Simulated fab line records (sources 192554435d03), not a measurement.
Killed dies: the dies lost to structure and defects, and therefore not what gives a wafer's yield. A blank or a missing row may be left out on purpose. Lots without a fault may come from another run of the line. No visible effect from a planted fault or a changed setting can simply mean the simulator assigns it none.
Matching of chambers	flow n5-finfet	4 sister chambers for N5_BEOL_M4_ETCH_63 on rie-diel-06
The step etches SiARC in CF4, target depth 15.6 nm, time 26 s. 4 wafers are shown with their chamber, then 10 later ones without.

EACH WAFER AND ITS CHAMBER
wafer	chamber	drypump-motor-current-A (A)
L084.3	3	4.9
L084.5	0	6.8
L090.1	1	5.7
L090.3	2	5.9

WAFERS WITH NO CHAMBER GIVEN
wafer	drypump-motor-current-A (A)
L090.6	4.9
L091.4	4.9
L091.5	6.0
L091.6	5.7
L094.2	6.8
L094.3	4.9
L094.4	6.0
L095.1	6.0
L095.3	5.7
L095.4	4.9

WHICH CHAMBER EACH WENT THROUGH
wafer	from the rows above	in truth
L090.6	3	3
L091.4	3	3
L091.5	2	2
L091.6	1	1
L094.2	0	0
L094.3	3	3
L094.4	2	2
L095.1	2	2
L095.3	1	1
L095.4	3	3
Correct placement for 10 of the 10. From these rows, 0 cannot be placed. Wrongly placed: 0.
How it was worked out, from the rows above alone: a wafer's distance from a chamber is the root of the sum, over the readings, of the square of ((its reading less the chamber's mean) divided by the reading's scatter). The wafer belongs to the nearest chamber; if the next one is less than 2 further off, it can't be placed. The mean given for a chamber averages the wafers shown for that chamber. The scatter (one wafer shown for each chamber): square how far every hidden wafer sits from the nearest shown wafer, average those squares and take the square root.
